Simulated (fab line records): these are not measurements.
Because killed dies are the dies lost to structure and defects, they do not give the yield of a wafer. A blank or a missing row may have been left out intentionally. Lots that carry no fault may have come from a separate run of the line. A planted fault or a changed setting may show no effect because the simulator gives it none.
A struck lot beside a sound one	flow n5-finfet	23 steps out of a route of 1938
Sound: these wafers, L545.2, L545.3, L545.4. Struck: wafers L552.2, L552.3, L552.5. The cause is named last.
Order at every step that has rows: each side's tool, ch and its chambers, its first start. Under that, the readings that differ: sound wafers	struck wafers	difference of the means	sigmas: that difference in standard deviations of wafers without a fault.
alike: readings with means less than 2 such deviations apart, plus words and numbers identical on both sides. not compared: withheld readings, readings lacking a value on some wafer, bounds such as >300 that could conceal the same value, and numbers that have no deviation in the record and whose values overlap.
Wherever a step has rows on one side only, a row that says differs or no value, or a row with sigmas, the two part there. Numbers that don't overlap but have no deviation are shown without sigmas and don't part them. Lack of a reading on every wafer of one side parts them only where that side has two or more wafers.

first, 9 steps without rows for these wafers: N5_BEOL_M0_SAQP_EXPOSE_37 (exposes mask M0 CUT1, target cd 30 nm); N5_BEOL_M0_SAQP_PEB_38 (peb time 60 s); N5_BEOL_M0_SAQP_DEVELOP_39 (develop time 30 s); N5_BEOL_M0_SAQP_DESCUM_45 (chemistry O2, time 7 s); N5_BEOL_M0_SAQP_ETCH_88 (etches underlayer in N2/H2, target depth 6.5 nm, time 5.2 s); N5_BEOL_M0_SAQP_ETCH_73 (etches SiARC in CF4, target depth 19.5 nm, time 32.5 s); N5_BEOL_M0_SAQP_CUT_ETCH_46 (etches SOC in N2/H2, target depth 135 nm, overetch 27 nm, time 202.5 s); N5_BEOL_M0_SAQP_STRIP_74 (strips in N2/H2); N5_BEOL_M0_SAQP_STRIP_89 (strips in N2/H2).
N5_BEOL_M0_SAQP_ALD_48: deposits SiO2, target thk 20 nm, pulse time 1 s, co reactant pulse time 1 s.
  sound on ald-sin-04 ch 0,1,2, day 8 02:51; struck on ald-sin-04 ch 0,1, day 9 19:39
reading	sound	struck	difference	sigmas
precursor-pulse-height-rel	1.008 1.028 1.024	0.968 1.003 0.944	-0.048	-2
  alike: heater-power-w
then, 9 steps without rows for these wafers: N5_BEOL_M0_SAQP_ETCH_49 (etches SiO2 in CF4/O2, target depth 37 nm); N5_BEOL_M0_SAQP_STRIP_75 (strips in CF4); N5_BEOL_M0_CUTY_COAT_50 (time 60 s, resist thk 15 nm); N5_BEOL_M0_CUTY_COAT_51 (resist thk 150 nm); N5_BEOL_M0_CUTY_EBR_52; N5_BEOL_M0_CUTY_SOFTBAKE_53 (time 60 s); N5_BEOL_M0_CUTY_EXPOSE_54 (exposes mask M0 ABLK); N5_BEOL_M0_CUTY_PEB_55 (peb time 60 s); N5_BEOL_M0_CUTY_DEVELOP_56 (develop time 30 s).
N5_BEOL_M0_CUTY_INSPECT_59: inspects for defects (macro).
  struck on defect-inspect-02, day 9 20:43; sound on defect-inspect-01, day 8 03:57
reading	sound	struck	difference	sigmas
raw-defect-count	2 2 1	>300 >300 >300	differs	
then, 1 step without rows for these wafers: N5_BEOL_M0_CUTY_DESCUM_61 (chemistry O2, time 7.9 s).
-- a jump in the record: the struck wafers' starts before and after are 2 days apart (it breaks off in module BEOL_M0_CUTY and resumes in module BEOL_M4, where the first step shown is number 1111 of the route) --
N5_BEOL_M4_RC_MEAS_101:
  sound on prober-02 ch 0, day 10 08:39; struck on prober-01 ch 0, day 12 04:05
  alike: DIBL_N, DIBL_P, IOFF_N, IOFF_P, ION_N, ION_P, SS_N, SS_P, VT_N, VT_P
-- the record jumps here: 4 days lie between the struck wafers' starts before and after (it left off in module BEOL_M4 and takes up again in module PASSIVATION, whose first step shown is number 1936 of the route) --
N5_PASSIVATION_PROBE_49:
  struck on prober-01, day 16 11:36; sound on prober-01, day 14 23:14
reading	sound	struck	difference	sigmas
defect-limited-yield (%)	92.4 90.9 91.9	81.6 86.1 85.7	-7.3	-5
killed_at_M0_to_M3	26 30 33	154 114 104	+94	+10
killed-dies	90 107 95	217 164 169	+86	+5
killed-on-rim	20 14 8	24 25 25	+11	+3
sort_bin_5_function (%)	3.4 5.0 5.1	11.1 8.0 8.3	+4.6	+5
sort-n-pass	1090 1073 1085	963 1016 1011	-86	-5
sort-yield-pct (%)	92.4 90.9 91.9	81.6 86.1 85.7	-7.3	-5
  alike: killed_at_M4_up, killed-at-contacts, killed-at-front-end, killed-at-other, killed-open, killed-short, sort_bin_6_memory

WHERE THEY PART
Last at N5_PASSIVATION_PROBE_49 as far as this record goes, first at N5_BEOL_M0_SAQP_ALD_48.

WHY: what had been put in by the simulator
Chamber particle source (ald-sin-04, N5_BEOL_M0_SAQP_ALD_48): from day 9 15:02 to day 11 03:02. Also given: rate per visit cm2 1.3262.
